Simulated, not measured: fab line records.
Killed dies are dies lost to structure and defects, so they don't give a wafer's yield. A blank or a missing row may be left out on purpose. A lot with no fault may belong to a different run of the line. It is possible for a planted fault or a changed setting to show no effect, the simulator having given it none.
fab line records	flow n5-finfet
record lots=24	wafers=72	last-day=18
route steps=1938 shown BEOL_M12@1614 BEOL_M13@1660
lots untouched by any fault: they come from a run of this same line in which no faults occurred
start-h: hours from the record's opening day to when the first of the lot's shown wafers began	wait-h: time in hours since the lot's previous step	" the same as in the row above	L1.1+2: a row that stands for several wafers	- value missing, or start not given	* or withheld: withheld	< > ~ a bound
route shown NAME@n: a module of which the file shows steps, and the number in the route of the first	usual: the fault-free wafers' mean and standard deviation	same: alike in all rows	chamber/n: place in a boat	sites: readings site by site	_std_site: their standard deviation	_edge_site: outer sites' mean less inner sites'	radius-mm: for every site, how far away it sits from the centre of the wafer	mask NAME#n: copy n	behind: tool/chamber where the wafer was last shaped	hold: reason for holding the lot/hours on hold/outcome of the hold	device: the n, p or np transistor that did not switch	end of line: tests of these same wafers at the route's end	for a step that has no rows: nothing shown but its recipe	killed: not the wafer's yield, but the dies lost to structure and defects at the first sort	map: dies across one wafer; x = killed, . = not, _ = none there
set.NAME: the run value of the setting; set.NAME@STEP: its run value at that earlier step	model.NAME: the simulator's own value behind a step, which no gauge read
one table for each step of the route and one row for each wafer, over a sample of lots
services: from which hour (start-h, from the record's first day; less than 0 if before it) a tool's chamber was out of use, for how many hours, and why
## steps
# step N5_BEOL_M12_INSPECT_12
# recipe mode=adi	inspect-instrument=macro
# usual raw-defect-count=2.0/1.4
lot.wafer	tool	chamber	start-h	wait-h	raw-defect-count
L074.2	defect-inspect-01	-	236.07	0.0	0
L074.3	"	-	"	"	1
L074.4	"	-	"	"	3
L075.1	defect-inspect-02	-	237.20	0.0	3
L075.4	"	-	"	"	2
L075.6	"	-	"	"	3
L077.2	defect-inspect-01	-	241.87	0.0	0
L077.4	"	-	"	"	1
L077.5	"	-	"	"	1
L076.2	defect-inspect-01	-	242.58	0.0	1
L076.3	"	-	"	"	3
L076.5	"	-	"	"	3
L078.2	defect-inspect-02	-	268.30	0.0	2
L078.5	"	-	"	"	2
L078.6	"	-	"	"	2
L079.2	defect-inspect-02	-	270.23	0.0	2
L079.4	"	-	"	"	1
L079.6	"	-	"	"	1
L081.3	defect-inspect-01	-	276.11	0.0	1
L081.5	"	-	"	"	1
L081.6	"	-	"	"	4
L082.1	defect-inspect-02	-	284.28	0.0	3
L082.2	"	-	"	"	1
L082.3	"	-	"	"	2
L080.4	defect-inspect-01	-	290.88	0.0	3
L080.5	"	-	"	"	2
L080.6	"	-	"	"	2
L083.1	defect-inspect-01	-	294.45	0.0	0
L083.3	"	-	"	"	0
L083.4	"	-	"	"	4
L086.1	defect-inspect-01	-	302.97	0.0	2
L086.2	"	-	"	"	4
L086.4	"	-	"	"	2
L085.2	defect-inspect-01	-	303.20	0.0	1
L085.4	"	-	"	"	0
L085.6	"	-	"	"	3
L084.3	defect-inspect-02	-	306.72	0.0	4
L084.4	"	-	"	"	1
L084.6	"	-	"	"	4
L087.1	defect-inspect-02	-	311.30	0.0	2
L087.3	"	-	"	"	1
L087.6	"	-	"	"	2
L088.2	defect-inspect-01	-	311.92	0.0	3
L088.3	"	-	"	"	2
L088.6	"	-	"	"	5
L089.1	defect-inspect-02	-	324.06	0.0	2
L089.2	"	-	"	"	2
L089.3	"	-	"	"	0
L090.1	defect-inspect-02	-	324.23	0.0	3
L090.2	"	-	"	"	1
L090.3	"	-	"	"	1
L092.4	defect-inspect-01	-	334.87	0.0	1
L092.5	"	-	"	"	2
L092.6	"	-	"	"	2
L091.1	defect-inspect-02	-	344.66	0.0	0
L091.2	"	-	"	"	4
L091.6	"	-	"	"	1
L093.1	defect-inspect-01	-	345.48	0.0	2
L093.5	"	-	"	"	2
L093.6	"	-	"	"	0
L094.3	defect-inspect-01	-	353.00	0.0	3
L094.4	"	-	"	"	2
L094.6	"	-	"	"	2
L095.2	defect-inspect-01	-	359.72	0.0	2
L095.3	"	-	"	"	3
L095.6	"	-	"	"	3
L096.1	defect-inspect-01	-	369.11	0.0	2
L096.4	"	-	"	"	1
L096.6	"	-	"	"	1
L097.1	defect-inspect-01	-	390.69	0.0	1
L097.2	"	-	"	"	2
L097.4	"	-	"	"	1
# step N5_BEOL_M12_DEP_53
# recipe material=SiCN	target-thk-a=300	temp-c=withheld	precursor=3MS/NH3	pressure-torr=3	rf-w=675	time-s=10.5
# usual showerhead-plenum-p-Torr=4.162/0.022	throttle-valve-pct=17.9/0.89
# same time-s=10.5
lot.wafer	tool	chamber	start-h	wait-h	showerhead-plenum-p-Torr	throttle-valve-pct
L074.2	pecvd-03	0	241.65	0.0	4.165	18.0
L074.3	"	2	"	"	4.154	16.9
L074.4	"	1	"	"	4.201	17.7
L075.1	pecvd-04	1	242.13	0.0	4.149	17.4
L075.4	"	0	"	"	4.156	17.4
L075.6	"	2	"	"	4.133	18.9
L077.2	pecvd-03	1	245.13	0.0	4.201	17.8
L077.4	"	1	"	"	4.194	17.8
L077.5	"	0	"	"	4.168	17.8
L076.2	pecvd-01	1	248.46	0.0	4.184	20.0
L076.3	"	0	"	"	4.183	17.6
L076.5	"	0	"	"	4.186	17.7
L078.2	pecvd-01	0	275.53	0.0	4.196	18.0
L078.5	"	2	"	"	4.172	17.6
L078.6	"	1	"	"	4.181	20.0
L079.2	pecvd-03	2	276.20	0.0	4.144	16.9
L079.4	"	0	"	"	4.157	18.2
L079.6	"	2	"	"	4.153	17.2
L081.3	pecvd-03	2	280.72	0.0	4.146	17.2
L081.5	"	1	"	"	4.194	17.5
L081.6	"	2	"	"	4.149	17.3
L082.1	pecvd-03	1	289.22	0.0	4.203	17.9
L082.2	"	0	"	"	4.166	18.1
L082.3	"	2	"	"	4.156	17.2
L080.4	pecvd-03	1	298.33	0.0	4.209	17.8
L080.5	"	2	"	"	4.165	17.1
L080.6	"	0	"	"	4.150	18.2
L083.1	pecvd-04	1	300.95	0.0	4.139	17.6
L083.3	"	0	"	"	4.142	17.6
L083.4	"	1	"	"	4.147	17.3
L086.1	pecvd-03	1	306.71	0.0	4.198	17.8
L086.2	"	2	"	"	4.157	16.9
L086.4	"	0	"	"	4.160	18.3
L085.2	pecvd-03	2	310.15	0.0	4.147	17.1
L085.4	"	2	"	"	4.152	17.5
L085.6	"	0	"	"	4.162	18.0
L084.3	pecvd-01	0	312.11	0.0	4.201	17.6
L084.4	"	1	"	"	4.191	20.0
L084.6	"	0	"	"	4.185	17.6
L087.1	pecvd-04	1	316.51	0.0	4.149	17.6
L087.3	"	0	"	"	4.140	17.7
L087.6	"	0	"	"	4.147	17.4
L088.2	pecvd-04	1	318.46	0.0	4.137	17.4
L088.3	"	2	"	"	4.120	19.4
L088.6	"	2	"	"	4.144	19.3
L089.1	pecvd-04	0	330.80	0.0	4.142	17.6
L089.2	"	2	"	"	4.125	19.1
L089.3	"	1	"	"	4.152	17.6
L090.1	pecvd-04	2	332.10	0.0	4.125	19.5
L090.2	"	1	"	"	4.137	17.6
L090.3	"	0	"	"	4.131	17.5
L092.4	pecvd-04	1	339.28	0.0	4.153	17.4
L092.5	"	0	"	"	4.149	17.7
L092.6	"	2	"	"	4.119	19.1
L091.1	pecvd-03	2	347.87	0.0	4.157	17.2
L091.2	"	0	"	"	4.148	18.1
L091.6	"	2	"	"	4.164	16.9
L093.1	pecvd-01	2	349.76	0.0	4.178	17.7
L093.5	"	0	"	"	4.191	17.9
L093.6	"	1	"	"	4.183	19.9
L094.3	pecvd-03	2	359.32	0.0	4.148	17.1
L094.4	"	2	"	"	4.158	16.8
L094.6	"	0	"	"	4.151	18.3
L095.2	pecvd-04	0	363.46	0.0	4.146	17.3
L095.3	"	2	"	"	4.132	19.7
L095.6	"	0	"	"	4.157	17.4
L096.1	pecvd-04	0	376.86	0.0	4.138	17.7
L096.4	"	1	"	"	4.154	15.6
L096.6	"	1	"	"	4.156	15.5
L097.1	pecvd-03	0	395.17	0.0	4.153	18.4
L097.2	"	2	"	"	4.156	17.3
L097.4	"	2	"	"	4.150	17.2
# step N5_BEOL_M13_THK_MEAS_01
# recipe reads=SiOC_of_BEOL_M13_ILD_DEP_00
# usual M13_ILD_THK=837/9.9
lot.wafer	tool	chamber	start-h	wait-h	M13_ILD_THK[nm]
L074.2	film-metro-02	-	241.92	0.1	838
L074.3	"	-	"	"	831
L074.4	"	-	"	"	840
L075.1	film-metro-02	-	242.40	0.1	840
L075.4	"	-	"	"	853
L075.6	"	-	"	"	834
L077.2	film-metro-01	-	245.47	0.2	838
L077.4	"	-	"	"	845
L077.5	"	-	"	"	837
L076.2	film-metro-01	-	248.75	0.1	824
L076.3	"	-	"	"	839
L076.5	"	-	"	"	839
L078.2	film-metro-02	-	275.81	0.1	830
L078.5	"	-	"	"	841
L078.6	"	-	"	"	841
L079.2	film-metro-01	-	276.47	0.1	826
L079.4	"	-	"	"	858
L079.6	"	-	"	"	840
L081.3	film-metro-01	-	281.00	0.1	832
L081.5	"	-	"	"	839
L081.6	"	-	"	"	835
L082.1	film-metro-01	-	289.49	0.1	830
L082.2	"	-	"	"	834
L082.3	"	-	"	"	835
L080.4	film-metro-02	-	298.59	0.0	850
L080.5	"	-	"	"	851
L080.6	"	-	"	"	852
L083.1	film-metro-01	-	301.23	0.1	836
L083.3	"	-	"	"	835
L083.4	"	-	"	"	842
L086.1	film-metro-02	-	306.99	0.1	828
L086.2	"	-	"	"	827
L086.4	"	-	"	"	833
L085.2	film-metro-01	-	310.42	0.1	831
L085.4	"	-	"	"	847
L085.6	"	-	"	"	849
L084.3	film-metro-02	-	312.39	0.1	828
L084.4	"	-	"	"	840
L084.6	"	-	"	"	839
L087.1	film-metro-01	-	316.79	0.1	835
L087.3	"	-	"	"	831
L087.6	"	-	"	"	841
L088.2	film-metro-02	-	318.74	0.1	820
L088.3	"	-	"	"	838
L088.6	"	-	"	"	835
L089.1	film-metro-01	-	331.07	0.1	827
L089.2	"	-	"	"	848
L089.3	"	-	"	"	828
L090.1	film-metro-01	-	332.38	0.1	838
L090.2	"	-	"	"	840
L090.3	"	-	"	"	830
L092.4	film-metro-01	-	339.54	0.0	835
L092.5	"	-	"	"	857
L092.6	"	-	"	"	836
L091.1	film-metro-02	-	348.15	0.1	834
L091.2	"	-	"	"	836
L091.6	"	-	"	"	834
L093.1	film-metro-01	-	350.04	0.1	840
L093.5	"	-	"	"	859
L093.6	"	-	"	"	858
L094.3	film-metro-02	-	359.60	0.1	831
L094.4	"	-	"	"	840
L094.6	"	-	"	"	851
L095.2	film-metro-02	-	363.75	0.1	834
L095.3	"	-	"	"	831
L095.6	"	-	"	"	854
L096.1	film-metro-02	-	377.22	0.2	826
L096.4	"	-	"	"	841
L096.6	"	-	"	"	830
L097.1	film-metro-02	-	395.44	0.1	824
L097.2	"	-	"	"	815
L097.4	"	-	"	"	838
# step N5_BEOL_M13_OVL_MEAS_11
# recipe points-per-wafer=44
# usual V12_OVL=-2/6.4
lot.wafer	tool	chamber	start-h	wait-h	V12_OVL[nm]
L074.2	overlay-01	0	242.26	0.0	6
L074.3	"	0	"	"	-2
L074.4	"	0	"	"	3
L075.1	overlay-02	0	242.86	0.0	-8
L075.4	"	0	"	"	-4
L075.6	"	0	"	"	3
L077.2	overlay-01	0	245.80	0.0	-9
L077.4	"	0	"	"	-19
L077.5	"	0	"	"	-4
L076.2	overlay-01	0	249.12	0.0	-7
L076.3	"	0	"	"	2
L076.5	"	0	"	"	-2
L078.2	overlay-02	0	276.27	0.0	-6
L078.5	"	0	"	"	-6
L078.6	"	0	"	"	-7
L079.2	overlay-02	0	276.81	0.0	-3
L079.4	"	0	"	"	4
L079.6	"	0	"	"	-4
L081.3	overlay-02	0	281.45	0.0	1
L081.5	"	0	"	"	-3
L081.6	"	0	"	"	-5
L082.1	overlay-01	0	289.95	0.0	-2
L082.2	"	0	"	"	7
L082.3	"	0	"	"	-3
L080.4	overlay-02	0	298.92	0.0	9
L080.5	"	0	"	"	4
L080.6	"	0	"	"	11
L083.1	overlay-01	0	301.69	0.0	10
L083.3	"	0	"	"	5
L083.4	"	0	"	"	8
L086.1	overlay-01	0	307.32	0.0	8
L086.2	"	0	"	"	1
L086.4	"	0	"	"	8
L085.2	overlay-02	0	310.76	0.0	-2
L085.4	"	0	"	"	-4
L085.6	"	0	"	"	-5
L084.3	overlay-01	0	312.72	0.0	-3
L084.4	"	0	"	"	-1
L084.6	"	0	"	"	-7
L087.1	overlay-02	0	317.12	0.0	0
L087.3	"	0	"	"	-2
L087.6	"	0	"	"	-7
L088.2	overlay-02	0	319.07	0.0	1
L088.3	"	0	"	"	-5
L088.6	"	0	"	"	3
L089.1	overlay-02	0	331.41	0.0	-2
L089.2	"	0	"	"	0
L089.3	"	0	"	"	-12
L090.1	overlay-01	0	332.71	0.0	3
L090.2	"	0	"	"	-7
L090.3	"	0	"	"	-3
L092.4	overlay-02	0	339.87	0.0	-20
L092.5	"	0	"	"	-18
L092.6	"	0	"	"	-7
L091.1	overlay-02	0	348.48	0.0	1
L091.2	"	0	"	"	8
L091.6	"	0	"	"	6
L093.1	overlay-01	0	350.38	0.0	-2
L093.5	"	0	"	"	2
L093.6	"	0	"	"	-5
L094.3	overlay-02	0	360.06	0.0	10
L094.4	"	0	"	"	1
L094.6	"	0	"	"	-4
L095.2	overlay-02	0	364.09	0.0	5
L095.3	"	0	"	"	1
L095.6	"	0	"	"	3
L096.1	overlay-02	0	377.55	0.0	5
L096.4	"	0	"	"	-4
L096.6	"	0	"	"	0
L097.1	overlay-02	0	395.94	0.0	-3
L097.2	"	0	"	"	2
L097.4	"	0	"	"	3
# step N5_BEOL_M13_ETCH_59
# recipe chemistry=N2/H2	target=BARC	target-depth-a=890	overetch-a=267	time-s=67.9	ion-energy-ev=200	pressure-mtorr=30	source-w=840	bias-w=150	n2-flow-sccm=200	h2-flow-sccm=200
# usual drypump-motor-current-A=5.7/0.31	oes-product-au=0.69/0.078	rf-vpp-V=524.5/1.6	showerhead-plenum-p-Torr=2.57/0.052	throttle-valve-pct=17.87/0.24
# same time-s=67.9
lot.wafer	tool	chamber	start-h	wait-h	drypump-motor-current-A	oes-product-au	rf-hours-counter-h	rf-vpp-V	showerhead-plenum-p-Torr	throttle-valve-pct
L074.2	rie-diel-06	3	242.35	0.0	5.3	0.69	98	521.2	2.48	18.04
L074.3	"	0	"	"	5.9	0.62	195	526.2	2.63	18.04
L074.4	"	1	"	"	5.3	0.79	15	526.9	2.59	17.37
L075.1	rie-diel-01	2	243.25	0.0	5.3	0.57	251	522.9	2.50	17.91
L075.4	"	3	"	"	5.8	0.62	-	525.8	2.62	17.70
L075.6	"	2	"	"	5.3	0.57	-	522.9	2.50	17.92
L077.2	rie-diel-05	3	245.90	0.0	5.6	0.59	235	522.8	2.49	17.98
L077.4	"	0	"	"	6.0	0.63	185	526.0	2.64	17.86
L077.5	"	3	"	"	5.6	0.59	-	523.4	2.49	17.98
L076.2	rie-diel-06	0	249.21	0.0	5.8	0.62	197	525.6	2.63	18.04
L076.3	"	1	"	"	5.3	0.78	17	524.3	2.59	17.39
L076.5	"	2	"	"	5.6	0.60	-	522.7	2.52	18.05
L078.2	rie-diel-01	1	276.36	0.0	6.0	0.80	8	525.1	2.62	18.06
L078.5	"	1	"	"	6.0	0.80	-	525.3	2.62	18.05
L078.6	"	0	"	"	6.1	0.72	-	524.4	2.60	18.06
L079.2	rie-diel-01	3	276.90	0.0	5.8	0.62	233	525.5	2.61	17.70
L079.4	"	0	"	"	6.1	0.72	50	524.7	2.60	18.07
L079.6	"	3	"	"	5.8	0.61	-	526.2	2.61	17.71
L081.3	rie-diel-01	1	281.55	0.0	5.9	0.80	10	526.3	2.62	18.05
L081.5	"	1	"	"	6.0	0.80	-	526.0	2.62	18.06
L081.6	"	0	"	"	6.1	0.72	-	525.2	2.60	18.07
L082.1	rie-diel-01	2	290.05	0.0	5.3	0.83	4	522.9	2.50	17.60
L082.2	"	0	"	"	6.1	0.72	54	525.9	2.60	18.08
L082.3	"	3	"	"	5.8	0.61	236	525.2	2.61	17.73
L080.4	rie-diel-06	1	299.02	0.0	5.3	0.76	30	524.8	2.58	17.41
L080.5	"	0	"	"	5.8	0.61	-	526.9	2.63	18.07
L080.6	"	1	"	"	5.3	0.76	-	525.6	2.58	17.42
L083.1	rie-diel-05	2	301.78	0.0	5.6	0.69	88	525.5	2.58	18.08
L083.3	"	1	"	"	5.3	0.66	123	524.5	2.57	17.82
L083.4	"	2	"	"	5.6	0.69	-	524.7	2.58	18.09
L086.1	rie-diel-01	1	307.42	0.0	6.0	0.78	19	526.2	2.61	18.07
L086.2	"	2	"	"	5.3	0.80	10	521.3	2.50	17.60
L086.4	"	3	"	"	5.8	0.61	242	527.0	2.61	17.72
L085.2	rie-diel-01	1	310.85	0.0	6.0	0.78	20	525.8	2.61	18.08
L085.4	"	2	"	"	5.3	0.80	11	521.2	2.50	17.61
L085.6	"	0	"	"	6.1	0.70	-	525.8	2.59	18.09
L084.3	rie-diel-01	3	312.82	0.0	5.7	0.61	244	526.2	2.61	17.74
L084.4	"	0	"	"	6.1	0.71	62	525.1	2.59	18.07
L084.6	"	1	"	"	5.9	0.78	-	525.3	2.61	18.07
L087.1	rie-diel-01	0	317.50	0.0	6.1	0.70	63	524.3	2.59	18.08
L087.3	"	3	"	"	5.8	0.61	246	527.1	2.61	17.75
L087.6	"	3	"	"	5.8	0.61	-	525.1	2.61	17.75
L088.2	rie-diel-05	2	319.17	0.0	5.6	0.68	95	524.8	2.58	18.09
L088.3	"	3	"	"	5.6	0.81	2	521.3	2.48	17.54
L088.6	"	1	"	"	5.3	0.65	-	524.3	2.57	17.82
L089.1	rie-diel-06	0	331.50	0.0	5.8	0.60	219	527.1	2.62	18.08
L089.2	"	3	"	"	5.3	0.67	122	520.7	2.47	18.09
L089.3	"	1	"	"	5.3	0.75	40	524.6	2.58	17.44
L090.1	rie-diel-05	2	333.41	0.0	5.6	0.68	100	524.4	2.58	18.09
L090.2	"	3	"	"	5.5	0.80	7	522.4	2.48	17.57
L090.3	"	0	"	"	6.0	0.62	213	526.3	2.62	17.93
L092.4	rie-diel-05	0	339.97	0.0	6.0	0.60	216	525.3	2.62	17.91
L092.5	"	2	"	"	5.6	0.68	-	523.4	2.58	18.12
L092.6	"	3	"	"	5.5	0.79	-	520.6	2.48	17.56
L091.1	rie-diel-05	1	348.75	0.0	5.3	0.64	142	525.8	2.56	17.84
L091.2	"	0	"	"	6.0	0.61	220	526.2	2.62	17.93
L091.6	"	0	"	"	6.0	0.61	-	526.3	2.62	17.93
L093.1	rie-diel-06	1	350.47	0.0	5.3	0.75	43	524.3	2.58	17.44
L093.5	"	2	"	"	5.6	0.59	-	523.3	2.51	18.09
L093.6	"	1	"	"	5.3	0.75	-	525.6	2.58	17.41
L094.3	rie-diel-06	2	360.16	0.0	5.6	0.59	240	522.2	2.51	18.08
L094.4	"	3	"	"	5.3	0.67	125	520.3	2.46	18.07
L094.6	"	1	"	"	5.3	0.74	-	525.1	2.58	17.43
L095.2	rie-diel-01	2	364.18	0.0	5.3	0.76	34	520.9	2.49	17.65
L095.3	"	0	"	"	6.1	0.69	82	524.1	2.58	18.12
L095.6	"	2	"	"	5.3	0.77	-	522.6	2.49	17.63
L096.1	rie-diel-01	1	377.64	0.0	6.0	0.74	46	527.3	2.60	18.13
L096.4	"	2	"	"	5.3	0.77	38	522.0	2.48	17.65
L096.6	"	1	"	"	6.0	0.74	-	525.1	2.60	18.11
L097.1	rie-diel-05	2	396.03	0.0	5.5	0.66	120	524.4	2.57	18.13
L097.2	"	1	"	"	5.3	0.65	155	523.2	2.56	17.87
L097.4	"	0	"	"	6.0	0.60	232	526.4	2.62	17.94
# step N5_BEOL_M13_STRIP_63
# recipe chemistry=N2/H2	power-w=1000	temp-c=250	h2-frac=0.65	overash-fraction=0.3	pressure-mtorr=1000	n2-flow-sccm=1750	h2-flow-sccm=3250
# usual drypump-motor-current-A=5.6/0.46	heater-power-w=378/25	oes-product-au=0.675/0.0051	strip-time-to-endpoint-s=27.9/1	temp-c=250.00/0.17
lot.wafer	tool	chamber	start-h	wait-h	drypump-motor-current-A	heater-power-w	oes-product-au	rf-hours-counter-h	strip-time-to-endpoint-s	temp-c
L074.2	plasma-asher-02	0	242.64	-	5.6	378	0.673	71	27.4	250.11
L074.3	"	0	"	"	5.6	382	0.679	-	29.3	250.00
L074.4	"	1	"	"	5.4	356	0.682	-	27.9	249.97
L075.1	plasma-asher-01	0	243.54	-	5.1	352	0.688	116	28.0	249.95
L075.4	"	0	"	"	5.1	361	0.679	-	26.9	249.87
L075.6	"	1	"	"	6.1	408	0.672	-	28.0	249.83
L077.2	plasma-asher-01	0	246.28	-	5.1	352	0.676	117	27.4	250.07
L077.4	"	0	"	"	5.1	347	0.674	-	26.4	250.07
L077.5	"	0	"	"	5.1	358	0.666	-	27.3	250.17
L076.2	plasma-asher-01	1	249.50	-	6.2	419	0.673	118	29.3	249.94
L076.3	"	1	"	"	6.1	396	0.683	-	27.7	249.92
L076.5	"	1	"	"	6.2	404	0.676	-	27.6	249.79
L078.2	plasma-asher-01	0	276.65	-	5.1	359	0.675	127	27.9	249.97
L078.5	"	0	"	"	5.1	346	0.673	-	26.8	249.87
L078.6	"	1	"	"	6.1	423	0.677	-	27.3	249.81
L079.2	plasma-asher-02	1	277.21	-	5.4	365	0.669	72	28.7	249.92
L079.4	"	1	"	"	5.4	358	0.673	-	26.0	249.91
L079.6	"	1	"	"	5.4	359	0.668	-	27.5	250.07
L081.3	plasma-asher-01	0	281.85	-	5.1	356	0.678	-	28.4	250.19
L081.5	"	0	"	"	5.1	365	0.672	-	26.8	250.19
L081.6	"	1	"	"	6.1	413	0.677	-	28.7	249.94
L082.1	plasma-asher-01	1	290.33	-	6.1	410	0.676	130	28.3	249.87
L082.2	"	0	"	"	5.1	348	0.676	130	28.3	250.05
L082.3	"	0	"	"	5.1	346	0.671	-	28.2	249.84
L080.4	plasma-asher-02	1	299.32	-	5.4	368	0.677	-	27.1	250.14
L080.5	"	1	"	"	5.4	352	0.672	-	27.7	250.00
L080.6	"	0	"	"	5.6	380	0.676	-	26.8	249.56
L083.1	plasma-asher-01	1	302.07	-	6.1	407	0.675	133	28.0	250.05
L083.3	"	1	"	"	6.1	407	0.676	-	27.7	250.05
L083.4	"	0	"	"	5.1	362	0.666	-	27.8	250.02
L086.1	plasma-asher-02	0	307.70	-	5.6	370	0.683	78	28.1	250.03
L086.2	"	1	"	"	5.4	350	0.674	78	28.8	250.09
L086.4	"	1	"	"	5.4	362	0.669	-	27.8	249.87
L085.2	plasma-asher-01	1	311.14	-	6.1	404	0.680	135	28.3	250.02
L085.4	"	0	"	"	5.1	353	0.666	-	27.4	249.40
L085.6	"	1	"	"	6.2	406	0.679	-	27.9	250.04
L084.3	plasma-asher-01	0	313.12	-	5.1	367	0.675	-	29.4	250.04
L084.4	"	1	"	"	6.1	398	0.678	-	28.6	249.85
L084.6	"	1	"	"	6.1	392	0.682	-	27.4	249.98
L087.1	plasma-asher-02	1	317.79	-	5.4	351	0.674	81	28.2	249.98
L087.3	"	0	"	"	5.6	384	0.678	-	28.6	249.90
L087.6	"	0	"	"	5.6	375	0.678	-	27.8	250.12
L088.2	plasma-asher-02	0	319.45	-	5.6	385	0.670	81	29.4	250.07
L088.3	"	1	"	"	5.4	354	0.676	-	27.7	249.98
L088.6	"	1	"	"	5.4	363	0.677	-	27.8	249.87
L089.1	plasma-asher-02	0	331.79	-	5.7	379	0.689	83	29.8	249.79
L089.2	"	1	"	"	5.4	357	0.668	83	27.2	250.01
L089.3	"	0	"	"	5.7	382	0.679	-	29.9	249.92
L090.1	plasma-asher-01	1	333.70	-	6.1	398	0.682	140	27.5	250.02
L090.2	"	0	"	"	5.1	359	0.673	140	26.8	249.87
L090.3	"	1	"	"	6.1	412	0.680	-	27.9	249.84
L092.4	plasma-asher-01	1	340.27	-	6.2	415	0.674	-	27.8	250.18
L092.5	"	1	"	"	6.1	406	0.666	-	25.8	250.00
L092.6	"	0	"	"	5.1	355	0.673	-	27.5	249.91
L091.1	plasma-asher-01	1	349.10	-	6.2	423	0.683	143	28.0	249.99
L091.2	"	0	"	"	5.0	362	0.678	143	27.6	250.33
L091.6	"	1	"	"	6.2	406	0.665	-	28.1	250.08
L093.1	plasma-asher-01	0	350.76	-	5.1	369	0.671	143	28.1	249.96
L093.5	"	1	"	"	6.1	412	0.678	-	26.3	250.16
L093.6	"	0	"	"	5.1	363	0.673	-	26.6	249.95
L094.3	plasma-asher-01	0	360.47	-	5.1	357	0.683	-	28.8	250.12
L094.4	"	1	"	"	6.1	396	0.667	-	28.2	250.24
L094.6	"	1	"	"	6.1	410	0.672	-	27.9	250.19
L095.2	plasma-asher-01	0	364.47	-	5.1	349	0.671	146	28.7	250.02
L095.3	"	1	"	"	6.2	405	0.687	-	28.9	249.66
L095.6	"	1	"	"	6.1	408	0.670	-	27.0	249.82
L096.1	plasma-asher-01	1	377.93	-	6.2	412	0.679	148	28.4	250.10
L096.4	"	0	"	"	5.1	349	0.672	-	27.4	250.04
L096.6	"	1	"	"	6.1	414	0.678	-	28.2	249.98
L097.1	plasma-asher-01	0	396.32	-	5.1	352	0.675	151	29.1	250.06
L097.2	"	1	"	"	6.1	415	0.682	151	29.8	250.08
L097.4	"	1	"	"	6.1	415	0.679	-	28.2	250.15
## services
tool	chamber	start-h	hours	kind
rie-diel-01	1	239.29	-	clean
rie-diel-01	1	239.29	-	consumable-replace:focus-ring
rie-diel-01	1	239.29	17.8	scheduled-down
rie-diel-01	1	239.29	17.8	vent-cycle
plasma-asher-02	-	245.59	28.1	pm
pecvd-04	-	252.22	14.6	pm
rie-diel-01	2	257.19	-	clean
rie-diel-01	2	257.19	-	consumable-replace:focus-ring
rie-diel-01	2	257.19	19.0	scheduled-down
rie-diel-01	2	257.19	19.0	vent-cycle
pecvd-03	0	258.06	5.5	scheduled-down
rie-diel-06	0	274.36	3.1	repair
plasma-asher-02	-	280.02	0.7	repair
rie-diel-06	3	294.02	4.3	repair
rie-diel-01	3	329.15	-	clean
rie-diel-01	3	329.15	-	consumable-replace:focus-ring
rie-diel-01	3	329.15	21.2	scheduled-down
rie-diel-01	3	329.15	21.2	vent-cycle
pecvd-01	-	329.86	1.7	repair
rie-diel-06	-	331.77	14.6	pm
plasma-asher-02	-	338.23	5.5	repair
pecvd-04	1	341.19	4.1	repair
pecvd-04	2	374.78	2.1	scheduled-down
pecvd-04	0	381.91	5.5	scheduled-down
## key
fault none
